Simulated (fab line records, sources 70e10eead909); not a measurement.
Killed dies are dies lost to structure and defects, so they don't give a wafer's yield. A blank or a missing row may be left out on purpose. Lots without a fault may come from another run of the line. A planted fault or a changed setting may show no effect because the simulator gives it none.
Which tool did it? | flow nand_harc | 24 lots, 72 wafers sampled, at 2 steps of a route of 1302

WHAT THE GAUGES READ, wafer by wafer
NHARC_P_M1_OVL_MEAS_10: pitch 260 nm. Usual: overlay_x_nm -0.1 nm, standard deviation 1; overlay_y_nm -0.2 nm, standard deviation 0.83.
lot  | measured     | on         | overlay_x_nm (nm) | overlay_y_nm (nm) | flag
L074 | day 6 13:13  | overlay-02 | -1.2 -1.5 -1.3    | -0.7 -1.0 0.0     |
L075 | day 6 20:02  | overlay-01 | 1.0 0.7 0.8       | -0.9 -1.1 -0.9    |
L076 | day 7 02:25  | overlay-02 | -1.5 -1.0 -1.0    | 0.5 0.4 0.6       |
L077 | day 7 12:49  | overlay-01 | -0.6 -0.5 -0.9    | -0.2 -0.4 -0.2    |
L078 | day 7 15:59  | overlay-01 | 1.2 1.5 1.6       | -1.2 -0.6 -1.5    |
L079 | day 8 10:19  | overlay-01 | -1.3 -0.9 -0.6    | -0.7 -0.5 -1.2    |
L080 | day 8 16:11  | overlay-02 | 0.8 0.9 1.1       | 1.5 1.6 1.4       |
L081 | day 9 08:11  | overlay-02 | 0.4 -0.1 0.0      | -0.4 0.1 0.3      |
L082 | day 9 09:48  | overlay-02 | -1.6 -1.6 -1.6    | 0.9 0.6 0.7       |
L083 | day 9 22:41  | overlay-02 | 0.7 0.4 0.2       | 0.5 0.3 0.1       |
L084 | day 10 09:55 | overlay-01 | -0.6 -0.6 -0.7    | -0.2 -0.3 0.0     |
L085 | day 11 01:04 | overlay-02 | 0.6 0.7 0.8       | -0.2 0.2 0.2      |
L086 | day 11 03:47 | overlay-01 | -1.2 -1.8 -0.7    | -0.2 -0.3 -0.5    |
L087 | day 12 04:09 | overlay-01 | -0.6 -0.6 -0.1    | -0.6 -0.9 -0.9    |
L089 | day 12 04:52 | overlay-02 | 0.7 1.0 0.8       | -0.7 -0.6 -0.4    |
L088 | day 12 05:29 | overlay-02 | -1.0 -1.2 -1.5    | 0.7 0.4 0.1       |
L090 | day 12 20:43 | overlay-01 | 1.6 0.9 1.4       | -2.1 -2.3 -2.6    |
L091 | day 13 03:32 | overlay-01 | 0.1 0.5 1.0       | 0.0 0.5 0.6       |
L092 | day 13 15:01 | overlay-02 | -1.7 -2.0 -1.6    | 1.4 1.0 1.6       |
L093 | day 14 00:29 | overlay-02 | -0.4 0.1 -0.5     | -0.4 -1.3 -1.4    |
L094 | day 14 14:26 | overlay-02 | -0.3 -0.5 -0.2    | -0.8 -0.7 -0.5    |
L095 | day 14 21:48 | overlay-01 | -0.2 -0.4 -0.7    | -0.2 -1.0 -1.1    |
L096 | day 15 08:36 | overlay-01 | 1.4 1.8 2.0       | 0.3 1.0 1.1       |
L097 | day 15 21:11 | overlay-01 | -0.5 -0.1 0.1     | -1.2 -0.5 -0.5    |

NHARC_P_M1_CD_MEAS_16. Usual: cd_nm 129.8 nm, standard deviation 0.62.
lot  | measured     | on        | cd_nm (nm)        | flag
L074 | day 6 13:37  | cd_sem-03 | 130.5 131.0 130.5 |
L075 | day 6 20:26  | cd_sem-02 | 130.7 130.1 129.8 |
L076 | day 7 02:49  | cd_sem-03 | 129.0 130.4 129.0 |
L077 | day 7 13:13  | cd_sem-01 | 130.1 130.5 130.7 |
L078 | day 7 16:23  | cd_sem-02 | 128.9 129.1 129.0 |
L079 | day 8 10:43  | cd_sem-01 | 129.0 129.5 129.7 |
L080 | day 8 16:38  | cd_sem-02 | 130.0 130.6 131.0 |
L081 | day 9 08:36  | cd_sem-02 | 129.6 130.3 129.6 |
L082 | day 9 10:13  | cd_sem-02 | 130.4 130.5 130.8 |
L083 | day 9 23:05  | cd_sem-03 | 129.8 130.3 129.2 |
L084 | day 10 10:20 | cd_sem-01 | 129.7 130.2 129.2 |
L085 | day 11 01:28 | cd_sem-02 | 129.8 129.8 129.9 |
L086 | day 11 04:11 | cd_sem-03 | 131.0 130.9 130.8 |
L087 | day 12 04:33 | cd_sem-02 | 129.9 129.8 129.7 |
L089 | day 12 05:19 | cd_sem-03 | 129.1 129.4 129.6 |
L088 | day 12 05:53 | cd_sem-03 | 128.7 128.8 129.4 |
L090 | day 12 21:07 | cd_sem-02 | 128.7 129.0 130.2 |
L091 | day 13 03:58 | cd_sem-02 | 129.4 129.7 129.9 |
L092 | day 13 15:26 | cd_sem-03 | 129.9 129.1 129.1 |
L093 | day 14 00:56 | cd_sem-01 | 129.4 129.2 129.5 |
L094 | day 14 14:58 | cd_sem-02 | 129.1 129.3 129.4 |
L095 | day 14 22:13 | cd_sem-01 | 129.6 129.7 130.1 |
L096 | day 15 09:01 | cd_sem-03 | 129.2 129.4 130.5 |
L097 | day 15 21:37 | cd_sem-03 | 130.0 129.2 130.3 |

WHICH TOOL RAN EACH LOT (tool, then ch and the chambers of the sampled wafers, then the start)
The record holds no process step before these readings.

WHAT THE TOOLS THEMSELVES READ (means of the sampled wafers that have a number; where no wafer has one, the mark that the record gives instead)
The record holds no such reading with a usual standard deviation.

THE ANSWER, worked out from the rows above alone
Rule: a lot is off if the mean of its wafers that have a number lies more than 3 standard deviations from the usual mean. A lot without any number at a reading at which 4 lots or more have one is off too. The other lots that the step has rows for count as sound. The gauges are gone through in route order, then the tools' own readings, and for those a lot's mean is taken as printed above. The first step at which some lot is off is used, and at that step the reading that is off furthest; a lot without a number counts as furthest.
No lot is off at any reading shown: from this, nothing can be told.

WHAT THE SIMULATOR HAD PUT IN
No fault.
